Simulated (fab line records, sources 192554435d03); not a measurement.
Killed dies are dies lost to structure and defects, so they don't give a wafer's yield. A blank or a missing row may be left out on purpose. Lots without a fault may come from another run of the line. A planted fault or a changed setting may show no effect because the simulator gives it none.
A struck lot beside a sound one | flow n5_finfet | 15 steps out of a route of 1938
Sound: wafers L846.1, L846.2, L846.5. Struck: wafer L853.3. (L853.2 of the same lot was not struck and is left out.) The cause comes at the end.
At each step with rows: each side's tool, then ch and its chambers, then its first start. Under that, the readings that differ: sound wafers | struck wafers | difference of the means | sigmas: that difference in standard deviations of wafers without a fault.
alike: readings whose means differ by less than 2 such deviations, and words and numbers that are the same on both sides. not compared: withheld readings, readings that some wafer has no value for, bounds like >300 that may hide the same value, and numbers for which the record gives no deviation and whose values overlap.
The two part at a step that has a row with sigmas, a row that says differs or no value, or rows on one side only. Numbers that don't overlap but have no deviation are shown without sigmas and don't part them. A reading that every wafer of one side lacks parts them only if that side has two wafers or more.

N5_FIN_CUT_INSPECT_10: inspects for defects (brightfield).
  sound on defect_inspect-02, day 3 08:51; struck on defect_inspect-02, day 5 09:09
  alike: raw_defect_count
N5_FIN_CUT_DESCUM_13: chemistry O2, time 7 s.
  sound on rie_diel-06 ch 1,3, day 3 08:53; struck on rie_diel-06 ch 0, day 5 09:16
  reading               | sound             | struck | difference | sigmas
  o2_flow_sccm (sccm)   | 226.0 224.4 223.4 | 226.4  | +1.8       | +3
  oes_product_au (a.u.) | 0.75 0.67 0.67    | 0.93   | +0.23      | +3
  alike: drypump_motor_current_A, rf_vpp_V, showerhead_plenum_p_Torr, throttle_valve_pct
  not compared: rf_hours_counter_h
then, 1 step without rows for these wafers: N5_FIN_CUT_ETCH_30 (etches underlayer in N2/H2, target depth 13 nm, time 10.4 s).
N5_FIN_CUT_ETCH_20: etches SiARC in CF4, target depth 26 nm, time 43.3 s.
  sound on rie_diel-06 ch 1,3, day 3 08:56; struck on rie_diel-06 ch 0, day 5 09:19
  reading               | sound             | struck | difference | sigmas
  etch_rf_on_time_s (s) | 44.2 44.0 43.9    | 42.0   | -2.0       | -3
  oes_product_au (a.u.) | 0.63 0.57 0.57    | 0.79   | +0.20      | +3
  rf_vpp_V (V)          | 181.5 184.8 183.5 | 185.8  | +2.5       | +2
  alike: drypump_motor_current_A, showerhead_plenum_p_Torr, throttle_valve_pct
  not compared: rf_hours_counter_h
then, 5 steps without rows for these wafers: N5_FIN_CUT_ETCH_21 (etches SOC in N2/H2, target depth 219 nm, overetch 43.8 nm, time 523.5 s); N5_FIN_CUT_STRIP_23 (strips in N2/H2); N5_FIN_CUT_STRIP_31 (strips in N2/H2); N5_FIN_CUT_STRIP_24 (strips in CF4); N5_FIN_CUT_CUT_ETCH_26 (etches SiNx in CH3F/O2, target depth 39 nm, time 55.7 s).
N5_FIN_CUT_CUT_ETCH_27: etches SiO2 in CHF3/O2, target depth 4 nm, overetch 2 nm, time 4.9 s.
  sound on rie_diel-06 ch 1,3, day 3 09:22; struck on rie_diel-06 ch 0, day 5 09:44
  reading               | sound          | struck | difference | sigmas
  oes_product_au (a.u.) | 0.59 0.53 0.54 | 0.71   | +0.16      | +3
  alike: drypump_motor_current_A, rf_vpp_V, showerhead_plenum_p_Torr, throttle_valve_pct
  not compared: rf_hours_counter_h
then, 1 step without rows for these wafers: N5_FIN_CUT_PRECLEAN_35 (cleans in vHF, time 13.3 s).
N5_FIN_CUT_CUT_ETCH_15: etches Si in HBr/Cl2/O2, target depth 100 nm, bt time 10 s, time 42.4 s.
  sound on rie_si-04 ch 1,3, day 3 09:31; struck on rie_si-03 ch 2, day 5 09:53
  alike: drypump_motor_current_A, oes_product_au, throttle_valve_pct
  not compared: rf_hours_counter_h
N5_FIN_CUT_CUT_ETCH_28: etches Si in HBr/Cl2/O2, target depth 6 nm, time 2.4 s.
  sound on rie_si-04 ch 1,3, day 3 09:34; struck on rie_si-03 ch 2, day 5 09:56
  reading                  | sound          | struck | difference | sigmas
  model.etch.depth_nm (nm) | 6.028 5.92 5.9 | 5.175  | -0.774     |
  alike: drypump_motor_current_A, oes_product_au, throttle_valve_pct
  not compared: rf_hours_counter_h
N5_FIN_CUT_STRIP_22: strips in N2/H2.
  sound on rie_diel-01 ch 2,3, day 3 09:38; struck on rie_diel-03 ch 0, day 5 10:01
  reading                | sound             | struck | difference | sigmas
  power_w (W)            | 502.5 502.6 502.3 | 499.3  | -3.2       | -2
  throttle_valve_pct (%) | 19.1 19.1 19.0    | 18.4   | -0.7       | -2
  alike: drypump_motor_current_A, oes_product_au, rf_vpp_V, showerhead_plenum_p_Torr
  not compared: rf_hours_counter_h
-- the record jumps here: 6 days lie between the struck wafers' starts before and after (it left off in module FIN_CUT and takes up again in module BEOL_M4, whose first step shown is number 1111 of the route) --
N5_BEOL_M4_RC_MEAS_101:
  sound on prober-01 ch 0, day 9 16:26; struck on prober-01 ch 0, day 11 09:19
  reading       | sound          | struck | difference | sigmas
  SS_P (mV/dec) | 72.2 73.6 73.6 | 74.4   | +1.3       | +2
  alike: DIBL_N, DIBL_P, IOFF_N, IOFF_P, ION_N, ION_P, SS_N, VT_N, VT_P

WHERE THEY PART
First at N5_FIN_CUT_DESCUM_13; last, within this record, at N5_BEOL_M4_RC_MEAS_101.

WHY: what the simulator had put in
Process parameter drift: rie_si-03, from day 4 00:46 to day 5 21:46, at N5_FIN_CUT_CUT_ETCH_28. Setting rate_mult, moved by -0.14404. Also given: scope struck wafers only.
